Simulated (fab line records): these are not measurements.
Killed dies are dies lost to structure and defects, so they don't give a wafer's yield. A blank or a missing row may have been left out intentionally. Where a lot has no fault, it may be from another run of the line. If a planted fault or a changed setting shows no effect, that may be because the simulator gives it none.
Matching of chambers	flow nand harc	NHARC_A_STAIRCASE_DESCUM_252 on rie diel-08 has 4 sister chambers
The step chemistry O2, time 3 s. 18 wafers are shown with their chamber, then 9 later ones without.

WAFERS PAIRED WITH THEIR CHAMBERS
wafer	chamber	showerhead plenum p Torr (Torr)	oes product au (a.u.)	throttle valve pct (%)
L077.1	1	1.86	1.009	11.318
L077.5	1	1.86	1.005	11.306
L077.6	0	1.95	1.020	11.310
L078.1	2	2.02	1.010	11.303
L078.2	0	1.95	1.014	11.330
L078.3	1	1.86	1.006	11.313
L078.4	3	1.82	0.996	11.318
L078.5	3	1.82	1.003	11.321
L078.6	2	2.02	1.009	11.308
L082.3	2	2.02	1.005	11.321
L082.4	0	1.95	1.013	11.305
L082.6	0	1.95	1.007	11.321
L086.1	0	1.95	1.010	11.323
L086.4	2	2.01	1.009	11.304
L086.6	0	1.95	1.015	11.325
L092.2	0	1.94	1.017	11.327
L092.3	3	1.81	1.006	11.331
L092.4	2	2.01	1.003	11.307

SIGNATURES (averages over the wafers above)
reading	chamber 0	chamber 1	chamber 2	chamber 3	scatter within a chamber
showerhead plenum p Torr	1.9486	1.8600	2.0160	1.8167	0.00441
oes product au	1.01371	1.00667	1.00720	1.00167	0.00387
throttle valve pct	11.32014	11.31233	11.30860	11.32333	0.00794
Rule: for a wafer and a chamber, the distance is found by dividing, reading by reading, the gap between the wafer's reading and the chamber's mean by the reading's scatter, squaring, summing and taking the root. If the next closest chamber is less than 2 further off than the closest, the wafer can't be placed; otherwise it belongs to the closest. The scatter is the square root of a quotient: the sum, over the shown wafers, of each reading's squared deviation from its chamber's mean, divided by wafers minus chambers.

WAFERS WHOSE CHAMBER IS MISSING
wafer	showerhead plenum p Torr (Torr)	oes product au (a.u.)	throttle valve pct (%)
L094.1	1.85	1.000	11.304
L094.2	1.94	1.012	11.325
L094.6	1.94	1.018	11.296
L096.2	2.01	1.002	11.325
L096.5	1.81	0.999	11.308
L096.6	1.94	1.016	11.301
L097.3	1.81	1.011	11.313
L097.4	1.94	1.009	11.309
L097.6	1.81	1.006	11.300

CHAMBER TAKEN BY EACH
wafer	from the rows above	in truth
L094.1	1	1
L094.2	0	0
L094.6	0	0
L096.2	2	2
L096.5	3	3
L096.6	0	0
L097.3	3	3
L097.4	0	0
L097.6	3	3
Correctly placed: 9 of 9. Number that these rows cannot place: 0. Wrongly placed: 0.
